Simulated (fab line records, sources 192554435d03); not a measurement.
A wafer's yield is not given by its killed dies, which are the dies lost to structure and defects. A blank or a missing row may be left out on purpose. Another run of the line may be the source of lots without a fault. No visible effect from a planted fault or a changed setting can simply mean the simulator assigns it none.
fab line records	flow n5_finfet
[record] lots = 7	wafers = 21	last_day = 18
route steps=1938 shown BEOL_M14@1747 BEOL_M15@1830 PASSIVATION@1936
lots that met no fault: from a run of the same line without faults
start_h: hours from the record's opening day to when the first of the lot's shown wafers began	wait_h: time in hours since the lot's previous step	" identical to the entry in the row above	L1.1+2: several wafers, shown together as one row	- no value, or no start was given	* or withheld: withheld	< > ~ a bound
route shown NAME@n: NAME is a module with steps in the file, n the number in the route of the first one	usual: average and standard deviation across the fault-free wafers	same: alike in all rows	chamber/n: place in a boat	sites: readings site by site	_std_site: their standard deviation	_edge_site: mean of outer sites minus mean of inner sites	radius_mm: how far each site lies from the wafer's centre	mask NAME#n: copy n	behind: the most recent tool/chamber to have shaped the wafer	hold: why the lot was held/for how many hours/how that ended	device: whichever transistor did not switch (one of n, p or np)	end of line: the route-end tests of the same wafers	a step without rows: its recipe alone	killed: dies lost to structure and defects at the first sort, not the wafer's yield	map: dies across one wafer; x = killed, . = not, _ = none there
set.NAME: setting as actually run; set.NAME@STEP: the setting as run at that earlier step	model.NAME: the simulator's own value behind a step, which no gauge read
the route's steps for a sample of lots (tables are steps, rows are wafers)
services: the hour from which a tool's chamber was out of use, counted from the record's first day as start_h (under 0 if before that day), plus the number of hours and why
[[steps]]
[step N5_BEOL_M14_OVL_MEAS_29]
[recipe] points_per_wafer = 44
[usual] M14_OVL = -1/5.3
[same] points_per_wafer = 44
lot.wafer	tool	chamber	start_h	wait_h	M14_OVL[nm]
L680.3	overlay-02	0	278.13	0.0	-7
L680.5	"	0	"	"	-2
L680.6	"	0	"	"	-3
L685.2	overlay-01	0	293.38	0.0	-10
L685.3	"	0	"	"	-9
L685.4	"	0	"	"	-10
L689.3	overlay-01	0	301.38	0.0	-1
L689.5	"	0	"	"	6
L689.6	"	0	"	"	4
L692.1	overlay-02	0	348.63	0.0	-2
L692.5	"	0	"	"	-6
L692.6	"	0	"	"	-2
L695.2	overlay-02	0	358.84	0.0	-2
L695.5	"	0	"	"	-3
L695.6	"	0	"	"	2
L701.3	overlay-02	0	385.85	0.0	-8
L701.5	"	0	"	"	-7
L701.6	"	0	"	"	-9
L702.1	overlay-02	0	407.59	0.0	-1
L702.2	"	0	"	"	3
L702.4	"	0	"	"	-4
[step N5_BEOL_M14_DESCUM_33]
[recipe] chemistry = O2	time_s = 7.9	source_power_w = 50	bias_power_w = 20	pressure_mtorr = 20	rf_frequency_hz = 2.712e+07	temp_c = 40	o2_flow_sccm = 225
[usual] drypump_motor_current_A = 5.8/0.45	oes_product_au = 0.81/0.087	rf_fwd_power_W = 49.44/0.19	rf_vpp_V = 243.3/1.5	showerhead_plenum_p_Torr = 2.11/0.085	throttle_valve_pct = 20.43/0.21
lot.wafer	tool	chamber	start_h	wait_h	drypump_motor_current_A	oes_product_au	rf_fwd_power_W	rf_hours_counter_h	rf_vpp_V	showerhead_plenum_p_Torr	throttle_valve_pct
L680.3	rie_diel-03	3	278.30	0.1	6.6	0.78	49.26	110	245.7	2.19	20.26
L680.5	"	2	"	"	5.7	0.87	49.63	-	246.0	2.21	20.42
L680.6	"	1	"	"	5.7	0.94	49.38	-	243.4	2.13	20.37
L685.2	rie_diel-03	1	293.67	0.3	5.7	0.92	49.48	26	243.4	2.13	20.40
L685.3	"	2	"	"	5.7	0.86	49.60	52	244.7	2.21	20.43
L685.4	"	0	"	"	5.3	0.71	49.42	221	241.0	2.00	20.63
L689.3	rie_diel-01	0	301.62	0.2	5.5	0.70	49.24	223	243.0	2.14	20.43
L689.5	"	3	"	"	5.5	0.70	49.49	-	243.1	2.07	20.58
L689.6	"	0	"	"	5.5	0.70	49.14	-	244.0	2.14	20.39
L692.1	rie_diel-06	2	348.93	0.3	5.4	0.86	49.42	52	242.6	2.13	20.37
L692.5	"	1	"	"	5.4	0.82	49.31	-	241.5	2.01	19.97
L692.6	"	0	"	"	6.5	0.71	49.43	-	241.9	2.00	20.62
L695.2	rie_diel-06	3	358.89	0.0	5.6	0.80	49.42	86	242.8	2.01	20.58
L695.5	"	2	"	"	5.3	0.86	49.98	-	243.0	2.13	20.36
L695.6	"	1	"	"	5.5	0.81	49.40	-	241.6	2.01	19.97
L701.3	rie_diel-03	1	385.97	0.1	5.7	0.88	49.12	56	244.9	2.12	20.44
L701.5	"	1	"	"	5.6	0.88	49.58	-	243.0	2.12	20.46
L701.6	"	2	"	"	5.8	0.81	49.92	-	245.0	2.19	20.48
L702.1	rie_diel-03	3	407.69	0.1	6.6	0.73	50.01	157	243.9	2.17	20.33
L702.2	"	0	"	"	5.4	0.95	49.37	7	244.8	2.26	20.36
L702.4	"	1	"	"	5.7	0.86	49.26	62	244.9	2.12	20.45
[step N5_BEOL_M14_TRENCH_ETCH_34]
[recipe] chemistry = C4F8/O2/Ar	target = SiO2	target_depth_a = 5566.5	mask_material = SOC	he_inner_torr = 15	he_outer_torr = 30	time_s = 126.9	ion_energy_ev = 800	pressure_mtorr = 20	source_w = 1905	bias_w = 2040	Ar_flow_sccm = 400	C4F8_flow_sccm = 16	O2_flow_sccm = 12
[usual] drypump_motor_current_A = 5.8/0.45	oes_product_au = 0.81/0.091	rf_fwd_power_W = 1899/5.2	rf_vpp_V = 2234/26	showerhead_plenum_p_Torr = 3.46/0.14	throttle_valve_pct = 30.92/0.28
lot.wafer	tool	chamber	start_h	wait_h	drypump_motor_current_A	oes_product_au	rf_fwd_power_W	rf_hours_counter_h	rf_vpp_V	showerhead_plenum_p_Torr	throttle_valve_pct
L680.3	rie_diel-03	3	278.75	0.0	6.6	0.78	1905	110	2262	3.59	30.68
L680.5	"	2	"	"	5.7	0.87	1897	-	2253	3.65	31.14
L680.6	"	1	"	"	5.7	0.96	1903	-	2213	3.53	31.19
L685.2	rie_diel-03	1	294.13	0.0	5.7	0.93	1899	26	2213	3.53	31.17
L685.3	"	2	"	"	5.8	0.86	1895	52	2254	3.65	31.15
L685.4	"	0	"	"	5.3	0.69	1896	222	2228	3.28	30.90
L689.3	rie_diel-01	0	302.08	0.0	5.5	0.68	1899	223	2237	3.54	30.94
L689.5	"	3	"	"	5.5	0.69	1899	-	2226	3.38	30.88
L689.6	"	0	"	"	5.5	0.69	1900	-	2236	3.54	30.95
L692.1	rie_diel-06	2	349.39	0.0	5.4	0.85	1900	52	2265	3.47	30.72
L692.5	"	1	"	"	5.5	0.82	1896	-	2183	3.32	30.33
L692.6	"	0	"	"	6.5	0.71	1902	-	2257	3.29	30.94
L695.2	rie_diel-06	3	359.35	0.0	5.5	0.81	1899	86	2212	3.35	31.30
L695.5	"	2	"	"	5.4	0.85	1894	-	2263	3.47	30.73
L695.6	"	1	"	"	5.5	0.82	1907	-	2183	3.31	30.37
L701.3	rie_diel-03	1	386.43	0.0	5.7	0.89	-	56	2212	3.51	31.21
L701.5	"	1	"	"	5.7	0.90	1896	-	2211	3.51	31.23
L701.6	"	2	"	"	5.7	0.81	1903	-	2254	3.63	31.17
L702.1	rie_diel-03	3	408.15	0.0	6.6	0.74	-	157	2261	3.57	30.73
L702.2	"	0	"	"	5.4	0.94	1893	7	2265	3.66	30.77
L702.4	"	1	"	"	5.6	0.88	1890	63	2211	3.51	31.20
[step N5_BEOL_M14_OCD_MEAS_35]
[usual] trench_depth_nm = 551/15
lot.wafer	tool	chamber	start_h	wait_h	trench_depth_nm
L680.3	ocd-02	-	278.91	0.0	538
L680.5	"	-	"	"	565
L680.6	"	-	"	"	583
L685.2	ocd-01	-	294.28	0.0	578
L685.3	"	-	"	"	564
L685.4	"	-	"	"	547
L689.3	ocd-02	-	302.24	0.0	533
L689.5	"	-	"	"	550
L689.6	"	-	"	"	532
L692.1	ocd-02	-	349.54	0.0	551
L692.5	"	-	"	"	550
L692.6	"	-	"	"	537
L695.2	ocd-01	-	359.51	0.0	558
L695.5	"	-	"	"	557
L695.6	"	-	"	"	560
L701.3	ocd-02	-	386.59	0.0	462
L701.5	"	-	"	"	583
L701.6	"	-	"	"	550
L702.1	ocd-01	-	408.30	0.0	419
L702.2	"	-	"	"	555
L702.4	"	-	"	"	574
[step N5_BEOL_M14_SPUTTER_44]
[recipe] material = Ta	target_thk_a = 150	temp_c = 50	bias_v = 80	power_w = 15000	chamber_pressure_pa = 0.07	time_s = 24.19
[usual] cathode_dc_power_W = 15000/2.4	chamber_pressure_pa = 0.07/0.00015	throttle_valve_pct = 29.9/0.85
lot.wafer	tool	chamber	start_h	wait_h	cathode_dc_power_W	chamber_pressure_pa	throttle_valve_pct
L680.3	pvd_sputter-02	-	281.28	0.0	15002	0.07005	29.8
L680.5	"	-	"	"	15000	0.06995	30.0
L680.6	"	-	"	"	15001	0.06998	30.6
L685.2	pvd_sputter-01	-	295.82	0.0	14999	0.06996	30.6
L685.3	"	-	"	"	15004	0.06993	30.8
L685.4	"	-	"	"	15001	0.06993	30.2
L689.3	pvd_sputter-02	-	304.99	0.0	15002	0.06994	29.9
L689.5	"	-	"	"	14996	0.06994	29.6
L689.6	"	-	"	"	15002	0.07	30.3
L692.1	pvd_sputter-02	-	351.02	0.0	14999	0.0701	30.2
L692.5	"	-	"	"	15003	0.06973	30.1
L692.6	"	-	"	"	14999	0.07018	29.7
L695.2	pvd_sputter-02	-	362.37	0.0	15002	0.06997	29.9
L695.5	"	-	"	"	14999	0.07003	29.8
L695.6	"	-	"	"	15000	0.07008	30.0
L701.3	pvd_sputter-02	-	391.30	0.0	15004	0.06983	29.8
L701.5	"	-	"	"	15002	0.07038	30.3
L701.6	"	-	"	"	14997	0.06976	30.3
L702.1	pvd_sputter-02	-	409.21	0.0	14999	0.06996	30.2
L702.2	"	-	"	"	15000	0.07007	30.4
L702.4	"	-	"	"	14999	0.07008	29.6
[step N5_BEOL_M14_THK_MEAS_50]
[recipe] thk_meas_gauge = xrf	reads = Cu_of_BEOL_M14_ECD_47
[usual] M14_THK = 554/15
lot.wafer	tool	chamber	start_h	wait_h	M14_THK[nm]
L680.3	film_metro-01	-	282.52	-	539
L680.5	"	-	"	"	567
L680.6	"	-	"	"	584
L685.2	film_metro-02	-	296.80	-	577
L685.3	"	-	"	"	564
L685.4	"	-	"	"	549
L689.3	film_metro-01	-	305.98	-	540
L689.5	"	-	"	"	554
L689.6	"	-	"	"	536
L692.1	film_metro-02	-	352.00	-	552
L692.5	"	-	"	"	551
L692.6	"	-	"	"	538
L695.2	film_metro-02	-	363.34	-	552
L695.5	"	-	"	"	550
L695.6	"	-	"	"	555
L701.3	film_metro-01	-	392.29	-	464
L701.5	"	-	"	"	588
L701.6	"	-	"	"	555
L702.1	film_metro-02	-	410.25	-	413
L702.2	"	-	"	"	552
L702.4	"	-	"	"	569
[step N5_BEOL_M14_RS_MEAS_54]
[recipe] thk_meas_gauge = four-point-probe	reads = Cu_of_BEOL_M14_ECD_47+Ta_of_BEOL_M14_SPUTTER_44+TaN_of_BEOL_M14_SPUTTER_43
[usual] M14_RS = 0.0336/0.0009
lot.wafer	tool	chamber	start_h	wait_h	M14_RS[ohm/sq]
L680.3	film_metro-02	-	282.65	0.1	0.0343
L680.5	"	-	"	"	0.0327
L680.6	"	-	"	"	0.0316
L685.2	film_metro-01	-	296.96	0.1	0.0321
L685.3	"	-	"	"	0.0327
L685.4	"	-	"	"	0.0338
L689.3	film_metro-01	-	306.10	0.1	0.0347
L689.5	"	-	"	"	0.0336
L689.6	"	-	"	"	0.0348
L692.1	film_metro-01	-	352.13	0.0	0.0336
L692.5	"	-	"	"	0.0335
L692.6	"	-	"	"	0.0345
L695.2	film_metro-01	-	363.47	0.1	0.0332
L695.5	"	-	"	"	0.0332
L695.6	"	-	"	"	0.0330
L701.3	film_metro-01	-	392.42	0.1	0.0402
L701.5	"	-	"	"	0.0317
L701.6	"	-	"	"	0.0337
L702.1	film_metro-02	-	410.41	0.1	0.0445
L702.2	"	-	"	"	0.0334
L702.4	"	-	"	"	0.0322
[step N5_BEOL_M15_RC_MEAS_101]
[usual] COMB_M10 = 1.42e-11/2.8e-12	COMB_M11 = 1.4e-11/3.3e-12	COMB_M11_max_site = 2e-11/5.2e-12	COMB_M12 = 6.3e-12/2.2e-12	COMB_M13 = 4.9e-12/1.4e-12	COMB_M15 = 2.6e-12/1.4e-12	COMB_M5 = 3.6e-11/7e-12	COMB_M6 = 2.7e-11/5.8e-12	COMB_M7 = 2.5e-11/5.6e-12	COMB_M8 = 2.5e-11/4.7e-12	COMB_M9 = 1.4e-11/3e-12	SERP_M10 = 3.08/0.086	SERP_M11 = 3.05/0.08	SERP_M12 = 0.639/0.018	SERP_M13 = 0.307/0.0071	SERP_M14 = 0.163/0.0047	SERP_M14_max_site = 0.164/0.0048	SERP_M5 = 38.3/1.9	SERP_M6 = 13.8/0.55	SERP_M7 = 13.8/0.54	SERP_M7_max_site = 14.4/0.63	SERP_M8 = 13.8/0.63	SERP_M9 = 3.06/0.089
lot.wafer	tool	chamber	start_h	wait_h	COMB_M10[S/m]	COMB_M11[S/m]	COMB_M11_max_site[S/m]	COMB_M12[S/m]	COMB_M13[S/m]	COMB_M15[S/m]	COMB_M5[S/m]	COMB_M6[S/m]	COMB_M7[S/m]	COMB_M8[S/m]	COMB_M9[S/m]	SERP_M10[ohm/um]	SERP_M11[ohm/um]	SERP_M12[ohm/um]	SERP_M13[ohm/um]	SERP_M14[ohm/um]	SERP_M14_max_site[ohm/um]	SERP_M5[ohm/um]	SERP_M6[ohm/um]	SERP_M7[ohm/um]	SERP_M7_max_site[ohm/um]	SERP_M8[ohm/um]	SERP_M9[ohm/um]
L680.3	prober-02	0	290.42	0.3	1.08e-11	9e-12	1e-11	2.5e-12	4.4e-12	9e-13	3.7e-11	2.1e-11	2.2e-11	2.4e-11	1.3e-11	3.02	2.86	0.642	0.306	0.168	0.169	38.3	14.1	13.7	14.1	12.6	3.10
L680.5	"	0	"	"	1.43e-11	1.3e-11	1.8e-11	4.1e-12	5e-12	2e-12	2.1e-11	2.7e-11	2.4e-11	2.7e-11	1.7e-11	3.04	3.10	0.648	0.318	0.160	0.162	41.1	13.7	14.1	14.8	13.3	3.08
L680.6	"	0	"	"	1.07e-11	8e-12	1.4e-11	5.3e-12	3.9e-12	8e-13	2.5e-11	2.3e-11	3.4e-11	3.5e-11	1.2e-11	3.04	2.91	0.612	0.305	0.154	0.156	36.5	14.5	12.7	14.0	12.1	3.07
L685.2	prober-01	0	302.44	0.2	1.55e-11	1.5e-11	2.2e-11	8.4e-12	6.3e-12	3.6e-12	3.5e-11	3.9e-11	4.1e-11	2.7e-11	1.1e-11	3.17	3.11	0.650	0.301	0.154	0.156	39.1	13.5	14.2	15.1	14.0	3.03
L685.3	"	0	"	"	1.91e-11	1.9e-11	2.3e-11	1.07e-11	5.1e-12	3.3e-12	3.1e-11	3e-11	3.3e-11	2.3e-11	1.2e-11	3.03	3.15	0.618	0.301	0.160	0.163	40.9	13.3	13.0	13.7	13.0	3.01
L685.4	"	0	"	"	1.53e-11	1.3e-11	1.7e-11	1.03e-11	4.4e-12	4.9e-12	4.7e-11	3.6e-11	2.5e-11	2.2e-11	1.2e-11	3.14	3.17	0.643	0.301	0.163	0.164	43.8	13.9	13.6	14.3	12.8	2.90
L689.3	prober-01	0	314.07	0.3	1.35e-11	2e-11	2.9e-11	7.8e-12	5.6e-12	3.2e-12	4.1e-11	2.1e-11	2.7e-11	1.8e-11	1.9e-11	3.11	3.02	0.673	0.298	0.166	0.170	38.2	13.3	13.2	13.8	13.8	3.00
L689.5	"	0	"	"	1.67e-11	1.5e-11	2.6e-11	6.9e-12	7.4e-12	3.4e-12	2.9e-11	2.2e-11	1.8e-11	2.9e-11	2e-11	3.20	2.96	0.679	0.297	0.162	0.164	39.8	14.0	13.9	14.8	14.2	3.19
L689.6	"	0	"	"	1.77e-11	1.2e-11	1.4e-11	8.4e-12	5.3e-12	2.9e-12	3.7e-11	2.7e-11	3.9e-11	3e-11	2e-11	2.99	2.96	0.651	0.312	0.167	0.168	41.6	13.9	14.7	15.4	13.6	3.07
L692.1	prober-02	0	357.72	0.0	1.32e-11	1.1e-11	1.6e-11	4.4e-12	5.1e-12	6e-13	4e-11	1.7e-11	2.6e-11	1.4e-11	1.4e-11	3.24	3.04	0.648	0.303	0.162	0.162	40.1	14.0	13.7	14.5	14.6	2.95
L692.5	"	0	"	"	1.63e-11	2e-11	2.3e-11	6.3e-12	3e-12	8e-13	4.4e-11	2.9e-11	2.9e-11	2.4e-11	1.3e-11	3.05	3.12	0.671	0.306	0.159	0.161	40.6	13.9	14.3	15.2	14.0	2.96
L692.6	"	0	"	"	1.4e-11	1.8e-11	2e-11	3.7e-12	4e-12	1.4e-12	3.2e-11	2.8e-11	2.8e-11	2.5e-11	1.4e-11	3.14	3.11	0.631	0.319	0.165	0.169	38.6	12.9	13.4	14.6	13.6	3.15
L695.2	prober-01	0	369.95	0.2	1.95e-11	1.8e-11	2.6e-11	7.7e-12	5.1e-12	3.4e-12	4.7e-11	2.7e-11	2.5e-11	1.9e-11	1.5e-11	2.98	2.92	0.647	0.303	0.159	0.161	37.2	14.3	14.0	14.2	15.1	3.13
L695.5	"	0	"	"	1.25e-11	1.7e-11	2.7e-11	5.2e-12	8e-12	3e-12	3.7e-11	2.6e-11	2.9e-11	2.3e-11	1.4e-11	2.99	3.05	0.647	0.319	0.160	0.161	37.9	13.7	14.3	14.7	13.2	3.04
L695.6	"	0	"	"	1.53e-11	1.6e-11	2e-11	5.7e-12	5.3e-12	3e-12	3.2e-11	2.8e-11	2.1e-11	2.2e-11	1e-11	3.06	2.94	0.649	0.297	0.157	0.159	36.4	15.2	13.5	14.6	14.0	3.08
L701.3	prober-01	0	402.12	0.3	1.21e-11	1.6e-11	2.4e-11	6.2e-12	5.6e-12	3.8e-12	3.9e-11	2.1e-11	2.8e-11	3e-11	1.5e-11	3.16	3.13	0.663	0.320	0.196	0.197	40.9	14.0	14.1	14.5	13.6	3.11
L701.5	"	0	"	"	1.38e-11	1.7e-11	2.7e-11	5.4e-12	4.8e-12	4.4e-12	3.8e-11	2.4e-11	2.2e-11	2.3e-11	1.2e-11	2.99	2.94	0.652	0.296	0.154	0.155	39.6	14.2	14.8	15.5	14.0	3.14
L701.6	"	0	"	"	1.29e-11	1.1e-11	1.4e-11	8.7e-12	6e-12	3e-12	4.6e-11	2.6e-11	3e-11	2.2e-11	1.4e-11	3.12	3.05	0.640	0.303	0.165	0.166	36.3	13.8	13.8	14.0	13.9	3.02
L702.1	prober-01	0	419.18	0.0	1.63e-11	1.7e-11	2.2e-11	6.6e-12	4.7e-12	3.6e-12	2.3e-11	2.2e-11	2.6e-11	2.1e-11	1e-11	3.21	3.08	0.630	0.302	0.216	0.220	39.0	13.9	13.4	14.2	12.6	3.08
L702.2	"	0	"	"	1.18e-11	1.5e-11	2.1e-11	7.6e-12	5.6e-12	4e-12	5.1e-11	2.7e-11	2.2e-11	1.9e-11	1.6e-11	3.05	3.18	0.628	0.309	0.162	0.163	40.1	14.1	14.3	15.2	13.6	3.00
L702.4	"	0	"	"	1.29e-11	2e-11	2.9e-11	6.5e-12	4.3e-12	4.1e-12	3.4e-11	2.4e-11	3.3e-11	2.9e-11	1.5e-11	3.05	3.05	0.631	0.306	0.156	0.158	38.5	13.1	14.2	14.7	13.2	3.17
// sites SERP_M14 radius_mm=0,75,75,75,75,140,140,140,140
L680.3 0.165 0.169 0.168 0.168 0.168 0.167 0.168 0.169 0.168
L685.2 0.154 0.154 0.154 0.153 0.155 0.154 0.154 0.154 0.156
L689.3 0.165 0.166 0.166 0.165 0.166 0.166 0.169 0.170 0.168
L692.1 0.162 0.160 0.160 0.160 0.162 0.162 0.162 0.162 0.160
L695.2 0.158 0.159 0.159 0.159 0.159 0.161 0.160 0.160 0.159
L701.3 0.196 0.196 0.192 0.196 0.197 0.197 0.195 0.194 0.195
L702.1 0.217 0.215 0.216 0.215 0.215 0.217 0.220 0.214 0.219
[step N5_PASSIVATION_PROBE_49]
[usual] defect_limited_yield = 91.1/1.5	killed_at_M0_to_M3 = 33/9.9	killed_at_M4_up = 14/5.2	killed_at_contacts = 12/6.7	killed_at_front_end = 43/13	killed_at_other = 3.4/2.7	killed_dies = 105/17	killed_open = 69/13	killed_short = 33/7.5	sort_bin_5_function = 5.2/0.91	sort_bin_6_memory = 3.3/0.71	sort_bin_8_speed = 0.00/0.032	sort_n_pass = 1075/17	sort_yield_pct = 91.1/1.5
[same] gross_dies = 1180	killed_at_back_side = 0	sort_bin_4_leakage[%] = 0
lot.wafer	tool	chamber	start_h	wait_h	defect_limited_yield[%]	killed_at_M0_to_M3	killed_at_M4_up	killed_at_contacts	killed_at_front_end	killed_at_other	killed_dies	killed_open	killed_short	sort_bin_5_function[%]	sort_bin_6_memory[%]	sort_bin_8_speed[%]	sort_n_pass	sort_yield_pct[%]
L685.2	prober-01	-	316.88	0.1	91.2	26	19	6	48	5	104	76	28	5.9	2.9	0	1076	91.2
L685.3	prober-01	-	316.93	0.1	91.4	16	15	3	62	6	102	56	45	4.8	3.6	0	1078	91.4
L685.4	prober-01	-	316.98	0.2	90.3	32	22	6	49	5	114	74	35	5.2	4.3	0	1066	90.3
L702.1	prober-01	-	432.35	0.0	91.2	40	9	12	41	2	104	65	35	4.3	4.2	0.08	1076	91.2
// killed by level:class
L685.2 FIN_SAQP:geometric_particle:short=9 DUMMY_GATE:geometric_particle:open=9 BEOL_M0_SAQP:geometric_particle:open=9 FIN_SAQP:geometric_particle:open=8 BEOL_M3:geometric_particle:open=6 STI_FIN_REVEAL:geometric_particle:open=6 BEOL_M5:geometric_particle:open=6 STARTING-WAFER:geometric_particle:open=6
L685.3 FIN_SAQP:geometric_particle:short=15 DUMMY_GATE:geometric_particle:open=12 FIN_SAQP:geometric_particle:open=8 BEOL_M3:geometric_particle:open=5 DUMMY_GATE:geometric_particle:short=4 FIN_CUT:geometric_particle:short=3 STI_FIN_REVEAL:geometric_particle:open=3 BEOL_M8:geometric_particle:open=3
L685.4 DUMMY_GATE:geometric_particle:open=10 STI_FIN_REVEAL:geometric_particle:open=9 BEOL_M0_SAQP:geometric_particle:open=8 BEOL_M0_SAQP:geometric_particle:short=8 FIN_SAQP:geometric_particle:short=7 FIN_SAQP:geometric_particle:open=6 DUMMY_GATE:geometric_particle:short=6 MOL_CONTACT_COAG:geometric_particle:open=6
L702.1 MOL_CONTACT_COAG:geometric_particle:open=9 FIN_SAQP:geometric_particle:short=8 BEOL_M0_SAQP:geometric_particle:open=7 STI_FIN_REVEAL:geometric_particle:open=6 BEOL_M1:geometric_particle:open=6 BEOL_M2:geometric_particle:open=6 BEOL_M3:geometric_particle:open=6 DUMMY_GATE:geometric_particle:open=5
[[services]]
tool	chamber	start_h	hours	kind
rie_diel-06	2	254.76	7.2	repair
rie_diel-01	1	275.60	-	clean
rie_diel-01	1	275.60	-	consumable_replace:focus_ring
rie_diel-01	1	275.60	-	consumable_replace:showerhead
rie_diel-01	1	275.60	19.0	scheduled_down
rie_diel-01	1	275.60	19.0	vent_cycle
rie_diel-01	2	299.41	-	clean
rie_diel-01	2	299.41	-	consumable_replace:focus_ring
rie_diel-01	2	299.41	30.5	scheduled_down
rie_diel-01	2	299.41	30.5	vent_cycle
pvd_sputter-01	-	312.40	8.6	repair
rie_diel-01	3	329.94	-	clean
rie_diel-01	3	329.94	-	consumable_replace:focus_ring
rie_diel-01	3	329.94	26.7	scheduled_down
rie_diel-01	3	329.94	26.7	vent_cycle
rie_diel-03	1	331.23	10.9	repair
rie_diel-01	0	343.61	9.4	repair
rie_diel-01	1	360.24	5.1	repair
rie_diel-06	-	364.60	2.4	repair
rie_diel-03	0	368.14	-	clean
rie_diel-03	0	368.14	-	consumable_replace:focus_ring
rie_diel-03	0	368.14	-	consumable_replace:showerhead
rie_diel-03	0	368.14	16.1	scheduled_down
rie_diel-03	0	368.14	16.1	vent_cycle
[[key]]
[first_sign] step = N5_BEOL_M14_OCD_MEAS_35	reading = trench_depth_nm	direction = down	sigmas = 7.5	usual = 551	struck = 440
[effect] step = N5_BEOL_M14_THK_MEAS_50	reading = M14_THK	direction = down	sigmas = 7.5	usual = 554	struck = 439
[effect] step = N5_BEOL_M14_RS_MEAS_54	reading = M14_RS	direction = up	sigmas = 9.7	usual = 0.0336	struck = 0.0423
[effect] step = N5_BEOL_M15_RC_MEAS_101	reading = SERP_M14	direction = up	sigmas = 9.2	usual = 0.163	struck = 0.206
met_at N5_BEOL_M14_TRENCH_ETCH_34
struck_lots L701,L702
struck_wafers L701.3,L702.1
not_acting_at N5_BEOL_M14_OVL_MEAS_29,N5_BEOL_M14_DESCUM_33,N5_BEOL_M14_SPUTTER_44
onset_between 294.13 386.43
[fault] kind = process_parameter_drift	tool = rie_diel-03	chamber = -	onset_h = 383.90	steps = N5_BEOL_M14_TRENCH_ETCH_34	channel = time_s	offset = *	shape = step	end_h = 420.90	scope = struck_wafers_only	acts_in = *	stated = *
